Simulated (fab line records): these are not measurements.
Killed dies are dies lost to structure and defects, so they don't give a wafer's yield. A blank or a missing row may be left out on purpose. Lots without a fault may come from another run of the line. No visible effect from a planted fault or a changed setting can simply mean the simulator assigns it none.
Matching of chambers + flow nandHarc + cmp-02 running NHARC_P_CONTACT_CMP_01: 4 sister chambers
The step polishes SiO2, target thk 200 nm. 8 wafers are shown with their chamber, then 9 later ones without.

## WAFERS, EACH WITH ITS CHAMBER
| wafer  | chamber | motorCurrentA (A) |
|--------|---------|-------------------|
| L077.4 | 2       | 11.5              |
| L080.1 | 0       | 15.6              |
| L080.2 | 3       | 11.1              |
| L082.4 | 0       | 15.7              |
| L082.5 | 1       | 10.3              |
| L084.1 | 1       | 10.9              |
| L084.2 | 3       | 12.2              |
| L084.4 | 2       | 11.8              |

## WAFERS WITHOUT THEIR CHAMBER
| wafer  | motorCurrentA (A) |
|--------|-------------------|
| L088.4 | 11.6              |
| L088.5 | 15.1              |
| L088.6 | 11.7              |
| L090.2 | 10.8              |
| L090.4 | 11.8              |
| L090.5 | 16.7              |
| L097.3 | 12.2              |
| L097.5 | 11.5              |
| L097.6 | 11.7              |

## THE CHAMBER EACH PASSED THROUGH
| wafer  | from the rows above          | in truth |
|--------|------------------------------|----------|
| L088.4 | can't be placed: 3 or 2      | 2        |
| L088.5 | 0                            | 0        |
| L088.6 | can't be placed: 2 or 3      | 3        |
| L090.2 | can't be placed: 1 or 3 or 2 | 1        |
| L090.4 | can't be placed: 2 or 3      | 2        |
| L090.5 | 0                            | 0        |
| L097.3 | can't be placed: 2 or 3      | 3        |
| L097.5 | can't be placed: 3 or 2 or 1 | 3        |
| L097.6 | can't be placed: 2 or 3      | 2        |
Placed correctly: 2 of 9. From these rows, 7 cannot be placed; in 7 the true chamber is one of the candidates. 0 placed wrongly.
How it was worked out, from the rows above alone: a wafer's distance from a chamber is the root of the sum, over the readings, of the square of ((its reading less the chamber's mean) divided by the reading's scatter). If the next closest chamber is less than 2 further off than the closest, the wafer can't be placed; otherwise it belongs to the closest. A chamber's mean is the mean of its shown wafers. The scatter is the square root of a quotient: the sum, over the shown wafers, of each reading's squared deviation from its chamber's mean, divided by wafers minus chambers.
